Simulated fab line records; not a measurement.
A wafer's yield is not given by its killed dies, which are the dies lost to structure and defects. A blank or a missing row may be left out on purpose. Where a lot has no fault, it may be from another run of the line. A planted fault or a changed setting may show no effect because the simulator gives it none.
fab line records    flow n5-finfet
[record] lots = 7  wafers = 21
route steps=1938 shown BEOL_M6@1198 BEOL_M7@1263 BEOL_M8@1358
start-h: start of the lot's first displayed wafer, in hours after the record's first day    wait-h: hours elapsed since this lot's preceding step    " identical to the entry in the row above    L1.1+2: a single row standing in for several wafers    - value missing, or start not given    * or withheld: withheld    < > ~ a bound
route shown NAME@n: a module of which the file shows steps, and the number in the route of the first    usual: mean/standard deviation of fault-free wafers    same: alike in all rows    chamber/n: place in a boat    sites: each site's reading    _std_site: standard deviation across them    _edge_site: outer sites' mean less inner sites'    radius-mm: for every site, how far away it sits from the centre of the wafer    mask NAME#n: copy n    behind: tool/chamber where the wafer was last shaped    hold: what put the lot on hold/how long, in hours/how the hold closed    device: whichever transistor did not switch (one of n, p or np)    end of line: the tests these same wafers got at the end of their route    where a step has no rows: the recipe by itself    killed: at the first sort, the dies lost to defects and structure; wafer yield is something else    map: a wafer's dies, marking killed ones x, the rest . and places with no die _
set.NAME: setting as actually run; set.NAME@STEP: the setting as run at that earlier step    model.NAME: the simulator's own value behind a step, which no gauge read
lots where settings were altered on purpose, with a table for each step and a row for each wafer
[[steps]]
[step N5_BEOL_M6_HM_DEP_02]
[recipe] material = TiN  target-thk-a = 200  temp-c = 25  chamber-pressure-pa = 0.49996
lot.wafer  tool            chamber  start-h  wait-h  set.target-thk-a  model.TiN_of_BEOL_M6_HM_DEP_02.thk-nm
L075.2     pvd-sputter-01  -        179.49   1.6     200               20.2
L075.3+5   "               -        "        "       200               20
L076.2     pvd-sputter-02  -        191.06   2.6     189.8             18.8
L076.3     "               -        "        "       200               19.8
L076.6     "               -        "        "       200               20
L080.2+3   pvd-sputter-02  -        212.00   0.4     200               20
L080.5     "               -        "        "       200               20.2
L082.3+6   pvd-sputter-02  -        232.63   0.6     200               20
L082.4     "               -        "        "       200               20.2
L085.2     pvd-sputter-01  -        250.39   1.1     200               19.8
L085.3+4   "               -        "        "       200               20
L086.1     pvd-sputter-03  -        250.60   0.4     186.1             18.6
L086.4     "               -        "        "       200               19.8
L086.5     "               -        "        "       186.1             18.4
L096.1+6   pvd-sputter-02  -        312.91   0.5     200               20.2
L096.4     "               -        "        "       210.3             21
[step N5_BEOL_M6_COAT_59]
[recipe] resist = SOC  temp-c = 250  time-s = 60  spin-rpm = 1500  resist-thk-nm = 100
[step N5_BEOL_M6_COAT_60]
[recipe] resist = SiARC  temp-c = 220  time-s = 60  spin-rpm = 1500  resist-thk-nm = 35
[step N5_BEOL_M6_STRIP_68]
[recipe] chemistry = N2/H2  temp-c = 40  n2-flow-sccm = 200  h2-flow-sccm = 200  rf-frequency-hz = 6e+07
[step N5_BEOL_M6_STRIP_67]
[recipe] chemistry = CF4  resist = SiARC  power-w = 300  bias-power-w = 75  pressure-mtorr = 50  cf4-flow-sccm = 150  rf-frequency-hz = 6e+07
[step N5_BEOL_M6_HM_OPEN_17]
[recipe] chemistry = Cl2/BCl3  target-depth-a = 200  overetch-a = 60  target = TiN  mask-material = SOC  ion-energy-ev = 150  pressure-mtorr = 10  icp-w = 1000  bias-w = 126  Cl2_flow_sccm = 53.25  bcl3-flow-sccm = 21.75  Ar_flow_sccm = 25
lot.wafer  tool          chamber  start-h  wait-h  set.target-thk-a@BEOL_M6_HM_DEP_02  model.etch.depth-nm
L075.2     rie-metal-03  0        180.31   0.0     200                                 20.15
L075.3     "             0        "        "       200                                 20
L075.5     "             1        "        "       200                                 19.93
L076.2     rie-metal-02  0        192.19   0.1     189.8                               18.89
L076.3     "             0        "        "       200                                 19.8
L076.6     "             0        "        "       200                                 19.93
L080.2     rie-metal-02  0        213.10   0.0     200                                 20.1
L080.3     "             1        "        "       200                                 19.96
L080.5     "             0        "        "       200                                 20.16
L082.3     rie-metal-01  0        234.37   0.1     200                                 20.02
L082.4     "             1        "        "       200                                 20.13
L082.6     "             1        "        "       200                                 19.97
L085.2     rie-metal-01  1        251.26   0.0     200                                 19.85
L085.3     "             1        "        "       200                                 20.01
L085.4     "             0        "        "       200                                 20
L086.1     rie-metal-02  0        251.47   0.0     186.1                               18.66
L086.4     "             1        "        "       200                                 19.73
L086.5     "             0        "        "       186.1                               18.41
L096.1     rie-metal-03  1        313.78   0.0     200                                 20.18
L096.4     "             0        "        "       210.3                               21.09
L096.6     "             1        "        "       200                                 20.13
[step N5_BEOL_M6_STRIP_19]
[recipe] chemistry = O2  power-w = 400  temp-c = 40  pressure-mtorr = 30  rf-frequency-hz = 6e+07  bias-power-w = 0  overash-fraction = 0.2  o2-flow-sccm = 225
[step N5_BEOL_M6_STRIP_76]
[recipe] chemistry = C4F6/O2  resist = SiARC  rf-frequency-hz = 6e+07
[step N5_BEOL_M6_STRIP_36]
[recipe] chemistry = N2/H2  power-w = 450  temp-c = 40  pressure-mtorr = 20  rf-frequency-hz = 6e+07  overash-fraction = 0.3  bias-power-w = 7  h2-frac = 0.5  n2-flow-sccm = 200  h2-flow-sccm = 200
[step N5_BEOL_M6_TRENCH_ETCH_37]
[recipe] chemistry = C4F6/O2  target-depth-a = 944.35  target = SiCOH_lowk  time-s = 31.5  ion-energy-ev = 250  pressure-mtorr = 30  source-w = 345  bias-w = 185  Ar_flow_sccm = 300  C4F6_flow_sccm = 10  O2_flow_sccm = 10
lot.wafer   tool         chamber  start-h  wait-h  set.target-thk-a@BEOL_M6_HM_DEP_02  model.TiN_of_BEOL_M6_HM_DEP_02.thk-nm
L075.2+3    rie-diel-06  0,3      -        -       200                                 17.4
L075.5      "            0        "        "       200                                 17.2
L076.2      rie-diel-06  2        -        -       189.8                               16.2
L076.3+6    "            1,2      "        "       200                                 17.2
L080.2+5    rie-diel-02  1,3      -        -       200                                 17.4
L080.3      "            3        "        "       200                                 17.2
L082.3+4+6  rie-diel-06  2,0,3    -        -       200                                 17.4
L086.1      rie-diel-04  0        -        -       186.1                               16
L086.4      "            3        "        "       200                                 17
L086.5      "            2        "        "       186.1                               15.6
L085.2+4    rie-diel-02  0,3      -        -       200                                 17.2
L085.3      "            2        "        "       200                                 17.4
L096.1      rie-diel-06  2        -        -       200                                 17.6
L096.4      "            0        "        "       210.3                               18.4
L096.6      "            0        "        "       200                                 17.4
[step N5_BEOL_M7_ILD_DEP_00]
[recipe] material = SiCOH_lowk  target-thk-a = 1797.5  temp-c = 300  precursor = DEMS/porogen  pressure-torr = 5  rf-w = 500  time-s = 33.4
lot.wafer  tool      chamber  start-h  wait-h  set.time-s  model.SiCOH_lowk_of_BEOL_M7_ILD_DEP_00.thk-nm
L075.2     pecvd-04  0        187.35   0.0     33.4        179.6
L075.3     "         1        "        "       33.4        178.2
L075.5     "         0        "        "       33.4        179.4
L076.2+3   pecvd-01  2,0      198.42   0.0     29.9        161
L076.6     "         0        "        "       33.4        183.4
L080.2     pecvd-04  0        223.46   0.0     33.4        176
L080.3     "         1        "        "       37.55       202.8
L080.5     "         1        "        "       33.4        179.2
L082.3     pecvd-01  1        239.75   0.0     33.4        178
L082.4     "         1        "        "       33.4        182
L082.6     "         2        "        "       33.4        183.4
L086.1     pecvd-01  0        255.80   0.0     33.4        179.8
L086.4     "         1        "        "       33.4        185
L086.5     "         2        "        "       33.4        184
L085.2     pecvd-04  2        256.32   0.0     28.94       153.4
L085.3     "         1        "        "       33.4        175
L085.4     "         1        "        "       33.4        178.8
L096.1     pecvd-02  2        319.04   0.0     33.4        179.2
L096.4     "         0        "        "       33.4        182.6
L096.6     "         1        "        "       33.4        184.6
[step N5_BEOL_M7_CURE_74]
[recipe] temp-c = 385  time-s = 240  ambient = He/Ar  material = SiCOH_lowk
lot.wafer  tool        chamber  start-h  wait-h  set.time-s@BEOL_M7_ILD_DEP_00  model.SiCOH_lowk_of_BEOL_M7_ILD_DEP_00.thk-nm
L075.2     uv-cure-01  2        187.69   0.3     33.4                           155
L075.3     "           2        "        "       33.4                           153.6
L075.5     "           2        "        "       33.4                           154.6
L076.2+3   uv-cure-01  0        198.60   0.2     29.9                           138.6
L076.6     "           0        "        "       33.4                           158.2
L080.2     uv-cure-03  0        224.02   0.5     33.4                           151.8
L080.3     "           0        "        "       37.55                          175
L080.5     "           0        "        "       33.4                           154.4
L082.3     uv-cure-03  0        239.97   0.2     33.4                           153.6
L082.4     "           0        "        "       33.4                           157
L082.6     "           0        "        "       33.4                           158.2
L086.1     uv-cure-01  1        256.12   0.3     33.4                           155.2
L086.4     "           1        "        "       33.4                           159.6
L086.5     "           1        "        "       33.4                           158.6
L085.2     uv-cure-02  2        256.79   0.4     28.94                          132
L085.3     "           2        "        "       33.4                           150.8
L085.4     "           2        "        "       33.4                           154.2
L096.1     uv-cure-02  1        319.77   0.7     33.4                           154.6
L096.4     "           1        "        "       33.4                           157.6
L096.6     "           1        "        "       33.4                           159.2
[step N5_BEOL_M7_THK_MEAS_01]
[recipe] reads = SiCOH_lowk_of_BEOL_M7_ILD_DEP_00
[usual] M7_ILD_THK = 155.6/1.9
lot.wafer  tool           chamber  start-h  wait-h  set.time-s@BEOL_M7_ILD_DEP_00  M7_ILD_THK[nm]
L075.2     film-metro-01  -        188.12   0.4     33.4                           154.9
L075.3     "              -        "        "       33.4                           153.6
L075.5     "              -        "        "       33.4                           154.8
L076.2     film-metro-01  -        199.03   0.4     29.9                           138.7
L076.3     "              -        "        "       29.9                           138.6
L076.6     "              -        "        "       33.4                           158.2
L080.2     film-metro-02  -        224.45   0.4     33.4                           151.9
L080.3     "              -        "        "       37.55                          175.1
L080.5     "              -        "        "       33.4                           154.6
L082.3     film-metro-02  -        240.32   0.3     33.4                           153.6
L082.4     "              -        "        "       33.4                           157.0
L082.6     "              -        "        "       33.4                           158.1
L086.1     film-metro-02  -        256.63   0.4     33.4                           155.3
L086.4     "              -        "        "       33.4                           159.6
L086.5     "              -        "        "       33.4                           158.6
L085.2     film-metro-02  -        257.22   0.4     28.94                          132.0
L085.3     "              -        "        "       33.4                           151.0
L085.4     "              -        "        "       33.4                           154.1
L096.1     film-metro-01  -        320.28   0.4     33.4                           154.6
L096.4     "              -        "        "       33.4                           157.5
L096.6     "              -        "        "       33.4                           159.3
[step N5_BEOL_M7_EXPOSE_08]
[recipe] mask-id = M7  na = 1.35  source-shape = dipole  sigma-inner = 0.817  sigma-outer = 0.97  polarization = te  dose-mj = 68.25
lot.wafer   tool             chamber  start-h  wait-h  mask  set.dose-mj
L075.2      arfi-scanner-01  0        191.21   -       M7#0  68.25
L075.3+5    "                0        "        "       M7#0  66.14
L076.2+3    arfi-scanner-01  0        199.90   -       M7#0  65.28
L076.6      "                0        "        "       M7#0  68.25
L080.2+3    arfi-scanner-01  0        224.94   -       M7#0  68.25
L080.5      "                0        "        "       M7#0  69.88
L082.3+4+6  arfi-scanner-03  0        242.45   -       M7#0  68.25
L086.1+4    arfi-scanner-02  0        257.60   -       M7#0  68.25
L086.5      "                0        "        "       M7#0  64.56
L085.2+3    arfi-scanner-01  0        257.86   -       M7#0  65.34
L085.4      "                0        "        "       M7#0  68.25
L096.1+4+6  arfi-scanner-03  0        321.92   -       M7#0  68.25
[step N5_BEOL_M7_PEB_09]
[recipe] peb-temp-c = withheld  peb-time-s = 60  resist = CAR-ArF
[step N5_BEOL_M7_DEVELOP_10]
[recipe] develop-time-s = 30  developer = TMAH  resist = CAR-ArF  rinse-liquid = diw  dry = air-spin  dev-temp-c = 23
[step N5_BEOL_M7_CD_MEAS_11]
[recipe] target-cd-nm = 38.5  landing-energy-ev = 500  detector = se-inlens  polarity = opening
[usual] cd-nm = 38.6/0.44
lot.wafer  tool       chamber  start-h  wait-h  set.dose-mj@BEOL_M7_EXPOSE_08  cd-nm
L075.2     cd-sem-03  0        191.34   -       68.25                          39.2
L075.3     "          0        "        "       66.14                          37.3
L075.5     "          0        "        "       66.14                          37.1
L076.2     cd-sem-01  0        200.02   -       65.28                          36.4
L076.3     "          0        "        "       65.28                          36.1
L076.6     "          0        "        "       68.25                          38.6
L080.2     cd-sem-02  0        225.06   -       68.25                          37.8
L080.3     "          0        "        "       68.25                          38.0
L080.5     "          0        "        "       69.88                          39.7
L082.3     cd-sem-02  0        242.57   -       68.25                          38.3
L082.4     "          0        "        "       68.25                          38.8
L082.6     "          0        "        "       68.25                          38.8
L086.1     cd-sem-02  0        257.73   -       68.25                          38.7
L086.4     "          0        "        "       68.25                          38.9
L086.5     "          0        "        "       64.56                          36.1
L085.2     cd-sem-02  0        257.99   -       65.34                          36.2
L085.3     "          0        "        "       65.34                          35.8
L085.4     "          0        "        "       68.25                          37.8
L096.1     cd-sem-03  0        322.05   -       68.25                          39.0
L096.4     "          0        "        "       68.25                          38.3
L096.6     "          0        "        "       68.25                          38.8
[step N5_BEOL_M7_ETCH_61]
[recipe] chemistry = CF4  target = SiARC  target-depth-a = 455  mask-material = CAR-ArF  time-s = 75.8  ion-energy-ev = 80  pressure-mtorr = 40  source-w = 545  bias-w = 36  Ar_flow_sccm = 100  cf4-flow-sccm = 100  ends = cleared
[usual] etch-rf-on-time-s = 75.6/1.2  rf-vpp-V = 184.2/0.96
lot.wafer  tool         chamber  start-h  wait-h  set.source-w  set.dose-mj@BEOL_M7_EXPOSE_08  etch-rf-on-time-s  rf-vpp-V  model.BEOL_M7.cd-offset-nm
L075.2     rie-diel-01  3        191.48   0.0     545           68.25                          73.7               183.6     0.4
L075.3     "            1        "        "       545           66.14                          75.4               183.9     -1.6
L075.5     "            1        "        "       545           66.14                          74.9               184.1     -1.2
L076.2     rie-diel-03  1        200.14   0.0     489           65.28                          85.5               193.2     -2.4
L076.3     "            2        "        "       545           65.28                          74.7               185.7     -2.4
L076.6     "            2        "        "       545           68.25                          75.0               184.6     0
L080.2     rie-diel-01  3        225.19   0.0     470.6         68.25                          84.1               194.7     -0.4
L080.3     "            0        "        "       545           68.25                          75.3               184.8     -0.4
L080.5     "            1        "        "       470.6         69.88                          86.3               193.7     1.4
L082.3     rie-diel-05  1        242.69   0.0     545           68.25                          75.7               183.6     0
L082.4     "            3        "        "       545           68.25                          75.2               185.3     0.2
L082.6     "            1        "        "       545           68.25                          75.4               184.4     0
L086.1     rie-diel-03  0        258.25   0.0     451.3         68.25                          90.3               195.1     0.2
L086.4     "            3        "        "       451.3         68.25                          90.0               196.3     0
L086.5     "            1        "        "       545           64.56                          77.4               184.8     -2.4
L085.2     rie-diel-01  3        258.79   0.0     545           65.34                          74.3               184.2     -2.6
L085.3     "            0        "        "       446.9         65.34                          90.3               196.5     -3
L085.4     "            1        "        "       545           68.25                          76.6               184.6     -0.8
L096.1     rie-diel-03  2        322.21   0.0     623.2         68.25                          66.7               176.6     0.2
L096.4     "            0        "        "       545           68.25                          76.9               181.3     0
L096.6     "            2        "        "       545           68.25                          75.7               183.4     0.4
[step N5_BEOL_M7_ETCH_62]
[recipe] chemistry = N2/H2  target = SOC  target-depth-a = 1100  overetch-a = 220  mask-material = SiARC  temp-c = 40  time-s = 165  ion-energy-ev = 200  pressure-mtorr = 30  source-w = 840  bias-w = 150  n2-flow-sccm = 200  h2-flow-sccm = 200
lot.wafer  tool         chamber  start-h  wait-h  set.dose-mj@BEOL_M7_EXPOSE_08  model.BEOL_M7.cd-offset-nm
L075.2     rie-diel-01  3        191.53   0.0     68.25                          0.2
L075.3     "            1        "        "       66.14                          -2
L075.5     "            1        "        "       66.14                          -1.4
L076.2     rie-diel-03  1        200.20   0.0     65.28                          -2.4
L076.3     "            2        "        "       65.28                          -2.2
L076.6     "            2        "        "       68.25                          0.2
L080.2     rie-diel-01  3        225.24   0.0     68.25                          -0.4
L080.3     "            0        "        "       68.25                          -0.2
L080.5     "            1        "        "       69.88                          1.4
L082.3+6   rie-diel-05  1        242.74   0.0     68.25                          -0.2
L082.4     "            3        "        "       68.25                          0
L086.1     rie-diel-03  0        258.31   0.0     68.25                          0.4
L086.4     "            3        "        "       68.25                          0
L086.5     "            1        "        "       64.56                          -2.4
L085.2     rie-diel-01  3        258.84   0.0     65.34                          -2.6
L085.3     "            0        "        "       65.34                          -3
L085.4     "            1        "        "       68.25                          -0.8
L096.1     rie-diel-03  2        322.26   0.0     68.25                          0.2
L096.4     "            0        "        "       68.25                          0
L096.6     "            2        "        "       68.25                          0.4
[step N5_BEOL_M7_STRIP_68]
[recipe] chemistry = N2/H2  temp-c = 40  n2-flow-sccm = 200  h2-flow-sccm = 200  rf-frequency-hz = 6e+07
[step N5_BEOL_M7_STRIP_67]
[recipe] chemistry = CF4  resist = SiARC  power-w = 300  bias-power-w = 75  pressure-mtorr = 50  cf4-flow-sccm = 150  rf-frequency-hz = 6e+07
[step N5_BEOL_M7_PRECLEAN_42]
[recipe] chemistry = residue-remover  time-s = 60  temp-c = 40
[step N5_BEOL_M7_SRD_43]
[recipe] time-s = 30  temp-c = 23  rinse-liquid = diw  dry = ipa-marangoni
[step N5_BEOL_M7_CD_MEAS_35]
[recipe] target-cd-nm = 40  polarity = opening
[usual] cd-nm = 40.0/0.48
lot.wafer  tool       chamber  start-h  wait-h  set.dose-mj@BEOL_M7_EXPOSE_08  cd-nm
L075.2     cd-sem-01  -        194.47   0.0     68.25                          40.6
L075.3     "          -        "        "       66.14                          38.2
L075.5     "          -        "        "       66.14                          38.6
L076.2     cd-sem-03  -        202.61   0.0     65.28                          37.9
L076.3     "          -        "        "       65.28                          38.1
L076.6     "          -        "        "       68.25                          40.2
L080.2     cd-sem-01  -        226.84   0.0     68.25                          39.6
L080.3     "          -        "        "       68.25                          39.4
L080.5     "          -        "        "       69.88                          41.5
L082.3     cd-sem-03  -        247.89   0.0     68.25                          40.1
L082.4     "          -        "        "       68.25                          40.1
L082.6     "          -        "        "       68.25                          39.6
L086.1     cd-sem-03  -        260.11   0.0     68.25                          40.1
L086.4     "          -        "        "       68.25                          39.8
L086.5     "          -        "        "       64.56                          37.2
L085.2     cd-sem-02  -        260.97   0.0     65.34                          37.4
L085.3     "          -        "        "       65.34                          36.6
L085.4     "          -        "        "       68.25                          39.1
L096.1     cd-sem-02  -        325.54   0.0     68.25                          39.9
L096.4     "          -        "        "       68.25                          39.7
L096.6     "          -        "        "       68.25                          40.4
[step N5_BEOL_M8_COAT_71]
[recipe] resist = underlayer  temp-c = 205  time-s = 60  spin-rpm = 1500  resist-thk-nm = 5
lot.wafer   tool            chamber  start-h  wait-h  set.spin-rpm
L075.2+3    litho-track-04  0        -        -       1456
L075.5      "               0        "        "       1500
L076.2+3    litho-track-02  0        -        -       1500
L076.6      "               0        "        "       1604
L080.2+3+5  litho-track-04  0        -        -       1500
L082.3+4+6  litho-track-02  0        -        -       1500
L086.1+4+5  litho-track-02  0        -        -       1500
L085.2+3+4  litho-track-01  0        -        -       1500
L096.1      litho-track-01  0        -        -       1500
L096.4+6    "               0        "        "       1370
[step N5_BEOL_M8_EXPOSE_25]
[recipe] mask-id = V7  na = 0.33  source-shape = annular  sigma-inner = 0.4  sigma-outer = 0.8  polarization = unpolarized  target-cd-nm = 40  dose-mj = 42.5
lot.wafer   tool            chamber  start-h  wait-h  mask  set.dose-mj
L075.2+3+5  euv-scanner-01  0        201.83   -       V7#0  42.5
L076.2+3    euv-scanner-02  0        210.29   -       V7#0  42.5
L076.6      "               0        "        "       V7#0  39.51
L080.2+5    euv-scanner-01  0        236.84   -       V7#0  42.5
L080.3      "               0        "        "       V7#0  45.68
L082.3+4+6  euv-scanner-01  0        255.13   -       V7#0  42.5
L086.1+4+5  euv-scanner-01  0        265.12   -       V7#0  42.5
L085.2+4    euv-scanner-01  0        268.37   -       V7#0  45.53
L085.3      "               0        "        "       V7#0  42.5
L096.1+4    euv-scanner-01  0        332.01   -       V7#0  43.42
L096.6      "               0        "        "       V7#0  42.5
[step N5_BEOL_M8_PEB_26]
[recipe] peb-temp-c = 100  peb-time-s = 60  resist = CAR-EUV
[step N5_BEOL_M8_DEVELOP_27]
[recipe] develop-time-s = 30  developer = TMAH  resist = CAR-EUV  rinse-liquid = surfactant-rinse  dry = air-spin  dev-temp-c = 23
[step N5_BEOL_M8_CD_MEAS_28]
[recipe] target-cd-nm = 40  landing-energy-ev = 500  detector = se-inlens
[usual] cd-nm = 39.98/0.22
lot.wafer  tool       chamber  start-h  wait-h  set.dose-mj@BEOL_M8_EXPOSE_25  cd-nm
L075.2     cd-sem-03  0        201.96   -       42.5                           39.53
L075.3     "          0        "        "       42.5                           40.00
L075.5     "          0        "        "       42.5                           39.82
L076.2     cd-sem-01  0        210.42   -       42.5                           39.83
L076.3     "          0        "        "       42.5                           39.87
L076.6     "          0        "        "       39.51                          38.00
L080.2     cd-sem-03  0        236.97   -       42.5                           40.17
L080.3     "          0        "        "       45.68                          41.30
L080.5     "          0        "        "       42.5                           40.02
L082.3     cd-sem-01  0        255.25   -       42.5                           39.97
L082.4     "          0        "        "       42.5                           39.88
L082.6     "          0        "        "       42.5                           39.93
L086.1     cd-sem-01  0        265.25   -       42.5                           39.94
L086.4     "          0        "        "       42.5                           40.19
L086.5     "          0        "        "       42.5                           40.07
L085.2     cd-sem-01  0        268.50   -       45.53                          41.84
L085.3     "          0        "        "       42.5                           40.08
L085.4     "          0        "        "       45.53                          41.69
L096.1     cd-sem-02  0        332.14   -       43.42                          40.30
L096.4     "          0        "        "       43.42                          40.26
L096.6     "          0        "        "       42.5                           40.00
[step N5_BEOL_M8_DESCUM_33]
[recipe] chemistry = O2  time-s = 7  source-power-w = 50  bias-power-w = 20  pressure-mtorr = 20  rf-frequency-hz = 2.712e+07  temp-c = 40  resist = CAR-EUV  o2-flow-sccm = 225
lot.wafer   tool         chamber  start-h  wait-h  set.dose-mj@BEOL_M8_EXPOSE_25  model.BEOL_M8.cd-nm
L075.2      rie-diel-02  3        202.31   0.3     42.5                           39.8
L075.3      "            1        "        "       42.5                           40.2
L075.5      "            3        "        "       42.5                           40
L076.2+3    rie-diel-04  0,3      210.57   0.1     42.5                           40
L076.6      "            2        "        "       39.51                          38.4
L080.2      rie-diel-06  0        239.45   2.4     42.5                           40
L080.3      "            2        "        "       45.68                          41.6
L080.5      "            2        "        "       42.5                           39.8
L082.3+4+6  rie-diel-02  3,0,2    255.47   0.1     42.5                           40
L086.1+4+5  rie-diel-02  1,3,1    265.37   0.0     42.5                           39.8
L085.2+4    rie-diel-06  2,3      268.63   0.0     45.53                          41.4
L085.3      "            0        "        "       42.5                           40
L096.1      rie-diel-02  3        332.70   0.5     43.42                          40.2
L096.4      "            1        "        "       43.42                          40.4
L096.6      "            3        "        "       42.5                           39.8
[step N5_BEOL_M8_ETCH_72]
[recipe] chemistry = N2/H2  target = underlayer  target-depth-a = 65  mask-material = CAR-EUV  time-s = 5.2  ion-energy-ev = 200  pressure-mtorr = 30  source-w = 840  bias-w = 150  n2-flow-sccm = 200  h2-flow-sccm = 200  ends = cleared
lot.wafer  tool         chamber  start-h  wait-h  set.spin-rpm@BEOL_M8_COAT_71  model.etch.depth-nm
L075.2     rie-diel-02  3        202.35   0.0     1456                          5.079
L075.3     "            1        "        "       1456                          5.087
L075.5     "            3        "        "       1500                          4.997
L076.2     rie-diel-04  0        210.61   0.0     1500                          4.983
L076.3     "            3        "        "       1500                          4.994
L076.6     "            2        "        "       1604                          4.824
L080.2     rie-diel-06  0        239.49   0.0     1500                          4.999
L080.3     "            2        "        "       1500                          4.995
L080.5     "            2        "        "       1500                          4.998
L082.3     rie-diel-02  3        255.51   0.0     1500                          5.012
L082.4     "            0        "        "       1500                          5
L082.6     "            2        "        "       1500                          5.005
L086.1     rie-diel-02  1        265.41   0.0     1500                          4.982
L086.4     "            3        "        "       1500                          4.994
L086.5     "            1        "        "       1500                          5.008
L085.2     rie-diel-06  2        268.66   0.0     1500                          5.01
L085.3     "            0        "        "       1500                          4.983
L085.4     "            3        "        "       1500                          5.003
L096.1     rie-diel-02  3        332.74   0.0     1500                          4.996
L096.4+6   "            1,3      "        "       1370                          5.228
[[key]]
[split] step = N5_BEOL_M6_HM_DEP_02  setting = target-thk-a  stated = 200  by = wafer
[response] step = N5_BEOL_M6_HM_DEP_02  reading = model.TiN_of_BEOL_M6_HM_DEP_02.thk-nm  change = +0.186  per = 1%  r = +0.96
[response] step = N5_BEOL_M6_HM_OPEN_17  reading = model.etch.depth-nm  change = +0.179  per = 1%  r = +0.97
[response] step = N5_BEOL_M6_TRENCH_ETCH_37  reading = model.TiN_of_BEOL_M6_HM_DEP_02.thk-nm  change = +0.179  per = 1%  r = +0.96
[split] step = N5_BEOL_M7_ILD_DEP_00  setting = time-s  stated = 33.4  by = wafer
[response] step = N5_BEOL_M7_ILD_DEP_00  reading = model.SiCOH_lowk_of_BEOL_M7_ILD_DEP_00.thk-nm  change = +1.95  per = 1%  r = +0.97
[response] step = N5_BEOL_M7_CURE_74  reading = model.SiCOH_lowk_of_BEOL_M7_ILD_DEP_00.thk-nm  change = +1.7  per = 1%  r = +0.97
[response] step = N5_BEOL_M7_THK_MEAS_01  reading = M7_ILD_THK  change = +1.7  per = 1%  r = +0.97
[split] step = N5_BEOL_M7_EXPOSE_08  setting = dose-mj  stated = 68.25  by = wafer
[response] step = N5_BEOL_M7_CD_MEAS_11  reading = cd-nm  change = +0.532  per = 1%  r = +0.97
[response] step = N5_BEOL_M7_ETCH_61  reading = model.BEOL_M7.cd-offset-nm  change = +0.519  per = 1%  r = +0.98
[response] step = N5_BEOL_M7_ETCH_62  reading = model.BEOL_M7.cd-offset-nm  change = +0.532  per = 1%  r = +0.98
[response] step = N5_BEOL_M7_CD_MEAS_35  reading = cd-nm  change = +0.553  per = 1%  r = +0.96
[split] step = N5_BEOL_M7_ETCH_61  setting = source-w  stated = 545  by = wafer
[response] step = N5_BEOL_M7_ETCH_61  reading = etch-rf-on-time-s  change = *  per = 1%  r = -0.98
[response] step = N5_BEOL_M7_ETCH_61  reading = rf-vpp-V  change = -0.625  per = 1%  r = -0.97
[split] step = N5_BEOL_M8_COAT_71  setting = spin-rpm  stated = 1500  by = wafer
[response] step = N5_BEOL_M8_ETCH_72  reading = model.etch.depth-nm  change = -0.0258  per = 1%  r = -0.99
[split] step = N5_BEOL_M8_EXPOSE_25  setting = dose-mj  stated = 42.5  by = wafer
[response] step = N5_BEOL_M8_CD_MEAS_28  reading = cd-nm  change = +0.215  per = 1%  r = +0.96
[response] step = N5_BEOL_M8_DESCUM_33  reading = model.BEOL_M8.cd-nm  change = +0.218  per = 1%  r = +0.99
